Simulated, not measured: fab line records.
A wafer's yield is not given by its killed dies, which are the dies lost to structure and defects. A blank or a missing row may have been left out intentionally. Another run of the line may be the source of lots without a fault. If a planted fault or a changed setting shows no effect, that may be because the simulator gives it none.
Matching of chambers -- flow n5Finfet -- N5_BEOL_M0_SAQP_STRIP_108 on rieDiel-02 has 4 sister chambers
The step strips in N2/H2. 16 wafers are shown with their chamber, then 8 later ones without.

== WAFERS, EACH WITH ITS CHAMBER ==
wafer,chamber,drypumpMotorCurrentA (A),throttleValvePct (%),oesProductAu (a.u.)
L075.1,2,5.5,19.2,0.72
L075.3,1,6.1,19.2,0.93
L075.6,2,5.5,19.2,0.71
L085.1,0,5.5,19.3,0.93
L085.4,3,5.2,18.6,0.82
L085.5,0,5.5,19.3,0.94
L086.3,2,5.6,19.2,0.70
L086.5,0,5.5,19.3,0.92
L086.6,3,5.2,18.6,0.81
L087.1,0,5.5,19.3,0.92
L087.3,3,5.2,18.6,0.81
L087.5,3,5.2,18.7,0.82
L088.2,0,5.5,19.3,0.91
L088.3,1,6.1,19.2,0.88
L088.4,1,6.1,19.2,0.88
L092.4,2,5.5,19.2,0.69

SIGNATURES, as means of the wafers listed above
reading,chamber 0,chamber 1,chamber 2,chamber 3,scatter within a chamber
drypumpMotorCurrentA,5.500,6.100,5.525,5.200,0.025
throttleValvePct,19.300,19.200,19.200,18.625,0.025
oesProductAu,0.9240,0.8967,0.7050,0.8150,0.0152
Rule: for each reading, subtract the chamber's mean from the wafer's reading, divide by that reading's scatter and square the result; add these up over the readings and take the root, which gives the wafer's distance from the chamber. The wafer belongs to the nearest chamber; if the next one is less than 2 further off, it can't be placed. The scatter: take each reading less its chamber's mean, square it, sum over the shown wafers, divide by the number of wafers less the number of chambers, and take the root.

== WAFERS WITHOUT THEIR CHAMBER ==
wafer,drypumpMotorCurrentA (A),throttleValvePct (%),oesProductAu (a.u.)
L092.5,5.5,19.2,0.68
L092.6,5.2,18.7,0.79
L094.1,5.2,18.7,0.80
L094.2,5.5,19.3,0.89
L094.4,5.5,19.2,0.68
L096.3,5.5,19.3,0.89
L096.4,5.5,19.2,0.69
L096.5,5.2,18.7,0.80

== CHAMBER TAKEN BY EACH ==
wafer,from the rows above,in truth
L092.5,2,2
L092.6,3,3
L094.1,3,3
L094.2,0,0
L094.4,2,2
L096.3,0,0
L096.4,2,2
L096.5,3,3
8 of 8 placed correctly. Left unplaced by these rows: 0. Placed wrongly: 0.
